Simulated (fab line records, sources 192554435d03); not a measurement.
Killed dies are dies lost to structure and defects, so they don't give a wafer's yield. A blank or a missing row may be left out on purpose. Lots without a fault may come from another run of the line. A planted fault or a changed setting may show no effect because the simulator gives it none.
Split-lot experiment | flow n5_finfet | 7 lots, 21 wafers read, on a route of 1938 steps

THE SPLIT
At N5_BEOL_M5_HM_DEP_02 (deposits TiN, target thk 20 nm), the setting target_thk_a was moved away from the recipe's 200 angstrom on 6 of the 21 wafers read, by -11.5% to +6.2%. The other wafers ran this setting at the recipe's value.

The reading is taken at the split's own step.

THE READING
TiN_of_BEOL_M5_HM_DEP_02.thk_nm (the simulator's own value, which no gauge read), in nm, at N5_BEOL_M5_HM_DEP_02 (deposits TiN, target thk 20 nm). The file gives no usual value for it. The 15 wafers here that ran the recipe average 19.8 nm, standard deviation 0.26 nm.

wafer  | tool, chamber at the split | target_thk_a as run, angstrom | against the recipe | TiN_of_BEOL_M5_HM_DEP_02.thk_nm, nm | against lot-mates on the recipe
L075.1 | pvd_sputter-03, -          | 200                           | recipe             | 19.4                                | -
L075.3 | pvd_sputter-03, -          | 200                           | recipe             | 19.6                                | -
L075.5 | pvd_sputter-03, -          | 200                           | recipe             | 19.8                                | -
L074.2 | pvd_sputter-03, -          | 200                           | recipe             | 19.6                                | -
L074.5 | pvd_sputter-03, -          | 200                           | recipe             | 20                                  | -
L074.6 | pvd_sputter-03, -          | 209.8                         | +4.9%              | 20.8                                | +1.0
L078.3 | pvd_sputter-01, -          | 200                           | recipe             | 19.8                                | -
L078.5 | pvd_sputter-01, -          | 200                           | recipe             | 20.2                                | -
L078.6 | pvd_sputter-01, -          | 200                           | recipe             | 20                                  | -
L080.2 | pvd_sputter-01, -          | 176.9                         | -11.5%             | 18                                  | -2.2
L080.5 | pvd_sputter-01, -          | 176.9                         | -11.5%             | 18                                  | -2.2
L080.4 | pvd_sputter-01, -          | 200                           | recipe             | 20.2                                | -
L084.1 | pvd_sputter-02, -          | 200                           | recipe             | 19.4                                | -
L084.2 | pvd_sputter-02, -          | 200                           | recipe             | 19.6                                | -
L084.3 | pvd_sputter-02, -          | 212.3                         | +6.2%              | 21                                  | +1.5
L086.1 | pvd_sputter-01, -          | 177                           | -11.5%             | 17.4                                | -2.2
L086.2 | pvd_sputter-01, -          | 200                           | recipe             | 19.6                                | -
L086.4 | pvd_sputter-01, -          | 200                           | recipe             | 19.6                                | -
L092.1 | pvd_sputter-01, -          | 200                           | recipe             | 20                                  | -
L092.3 | pvd_sputter-01, -          | 200                           | recipe             | 20                                  | -
L092.4 | pvd_sputter-01, -          | 179.5                         | -10.3%             | 17.8                                | -2.2

THE FIT
A straight line over all 21 wafers: TiN_of_BEOL_M5_HM_DEP_02.thk_nm changes by +0.18 nm for each +1% of target_thk_a; r = +0.96; the points scatter about the line by 0.26 nm.
The same after taking each lot's own level away (the mean of its wafers on the recipe; 21 wafers): +0.201 nm for each +1%; r = +0.99; scatter 0.14 nm.
On that fit, the largest move of target_thk_a shifts the reading by 2.3 nm.
The lots' own levels span 19.50 to 20.20 nm, that is 2.7 times the standard deviation above.
So the lot-to-lot level changes the slope: the two fits differ.
Check: with one of the wafers moved furthest among these (-11.5%) left out of the fit, the line predicts -2.32 nm for it against its lot-mates. It came out at -2.2 nm against them.

OTHER SPLITS ON THESE WAFERS
These wafers also went through other splits before the reading. Each is held against what the fit with the lots' levels taken away leaves over:
other split on the same wafers   | wafers away from the commonest value | r with TiN_of_BEOL_M5_HM_DEP_02.thk_nm (lot level and that fit taken away)
N5_BEOL_M2_TRENCH_ETCH_37 time_s | 6                                    | -0.29
N5_BEOL_M3_COAT_05 spin_rpm      | 8                                    | +0.08
N5_BEOL_M3_EXPOSE_08 dose_mj     | 7                                    | -0.05
N5_BEOL_M4_ILD_DEP_00 time_s     | 7                                    | -0.16
N5_BEOL_M4_COAT_05 spin_rpm      | 6                                    | +0.08
N5_BEOL_M4_TRENCH_ETCH_37 bias_w | 5                                    | +0.06

THE FILE'S OWN FIT
TiN_of_BEOL_M5_HM_DEP_02.thk_nm changes by +0.202 nm for each +1% of target_thk_a, r = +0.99.
